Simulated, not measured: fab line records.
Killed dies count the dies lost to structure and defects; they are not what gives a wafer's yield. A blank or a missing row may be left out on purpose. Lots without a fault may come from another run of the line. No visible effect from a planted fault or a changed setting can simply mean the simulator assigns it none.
Split-lot study -- flow n5_finfet -- 7 lots, 39 wafers read, on a route of 1938 steps

== ON THE SPLIT ==
At N5_HKMG_FIN_ETCH_31 (etches SiARC in CF4, target depth 45.5 nm, time 75.8 s), the setting bias_w was moved away from the recipe's 36 W on 15 of the 39 wafers read, by -6.7% to +17.3%. For the rest of the wafers, this setting stayed at what the recipe calls for.

The split's own step is where the reading is taken.

== THE READING ==
rf_vpp_V, in V, at N5_HKMG_FIN_ETCH_31 (etches SiARC in CF4, target depth 45.5 nm, time 75.8 s). Typical for fault-free wafers on this fab line: 183.9 V, with standard deviation 1.1 V.

wafer,"tool, chamber at the split","bias_w as run, W",against the recipe,"rf_vpp_V, V",against lot-mates on the recipe
L075.1,"rie_diel-02, 1",36,recipe,186.1,-
L075.2,"rie_diel-02, 3",36,recipe,183.9,-
L075.3,"rie_diel-02, 2",42.23,+17.3%,206.3,+21.5
L075.4,"rie_diel-02, 0",36,recipe,184.4,-
L075.5,"rie_diel-02, 1",42.23,+17.3%,203.7,+18.9
L075.6,"rie_diel-02, 0",42.23,+17.3%,202.7,+17.9
L076.1,"rie_diel-01, 0",36,recipe,185.2,-
L076.2,"rie_diel-01, 2",40.45,+12.4%,197.0,+12.4
L076.3,"rie_diel-01, 3",36,recipe,184.1,-
L076.4,"rie_diel-01, 1",36,recipe,184.5,-
L076.5,"rie_diel-01, 0",40.45,+12.4%,200.4,+15.8
L076.6,"rie_diel-01, 1",40.45,+12.4%,199.3,+14.7
L083.1,"rie_diel-04, 3",36,recipe,183.1,-
L083.2,"rie_diel-04, 2",41.72,+15.9%,201.1,+17.8
L083.3,"rie_diel-04, 0",41.72,+15.9%,201.5,+18.2
L083.4,"rie_diel-04, 1",41.72,+15.9%,201.5,+18.2
L083.5,"rie_diel-04, 2",36,recipe,182.5,-
L083.6,"rie_diel-04, 1",36,recipe,184.2,-
L085.1,"rie_diel-02, 0",36,recipe,185.3,-
L085.2,"rie_diel-02, 3",36,recipe,184.3,-
L085.3,"rie_diel-02, 2",40.6,+12.8%,200.8,+16.3
L085.4,"rie_diel-02, 1",40.6,+12.8%,200.2,+15.7
L085.5,"rie_diel-02, 0",40.6,+12.8%,201.1,+16.6
L085.6,"rie_diel-02, 1",36,recipe,184.0,-
L093.1,"rie_diel-01, 2",36,recipe,182.6,-
L093.2,"rie_diel-01, 3",36,recipe,184.2,-
L093.5,"rie_diel-01, 3",36,recipe,184.8,-
L094.1,"rie_diel-02, 2",36,recipe,184.8,-
L094.2,"rie_diel-02, 3",36,recipe,183.7,-
L094.3,"rie_diel-02, 0",36,recipe,185.3,-
L094.4,"rie_diel-02, 1",36,recipe,185.2,-
L094.5,"rie_diel-02, 3",36,recipe,183.1,-
L094.6,"rie_diel-02, 0",36,recipe,185.7,-
L096.1,"rie_diel-04, 3",33.6,-6.7%,176.5,-6.9
L096.2,"rie_diel-04, 0",36,recipe,182.9,-
L096.3,"rie_diel-04, 1",33.6,-6.7%,175.7,-7.7
L096.4,"rie_diel-04, 2",33.6,-6.7%,174.8,-8.6
L096.5,"rie_diel-04, 0",36,recipe,183.0,-
L096.6,"rie_diel-04, 1",36,recipe,184.4,-

FIT RESULTS
A straight line over all 39 wafers: rf_vpp_V changes by +1.17 V for each +1% of bias_w; r = +0.99; the points scatter about the line by 1.2 V.
The same after taking each lot's own level away (the mean of its wafers on the recipe; 39 wafers): +1.16 V for each +1%; r = +0.99; scatter 1 V.
On that fit, the largest move of bias_w shifts the reading by 20 V.
The span of the lots' own levels, 183.27 to 184.80 V, comes to 1.4 times the standard deviation stated above.
Hence the lot-to-lot level has little effect on the slope; both slopes agree.
Check: with one of the wafers moved furthest among these (+17.3%) left out of the fit, the line predicts +19.9 V for it against its lot-mates. Against them it came out at +21.5 V.
Tool readings at the split's step, against how far the setting was moved: rf_vpp_V r = +0.99.

== FURTHER SPLITS ON THESE WAFERS ==
These wafers also went through other splits before the reading. Each is held against what the fit with the lots' levels taken away leaves over:
other split on the same wafers,wafers away from the commonest value,r with rf_vpp_V (lot level and that fit taken away)
N5_DUMMY_GATE_ETCH_42 bias_w,18,-0.02

== THE FILE'S OWN FIT ==
rf_vpp_V changes by +1.16 V for each +1% of bias_w, r = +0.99.
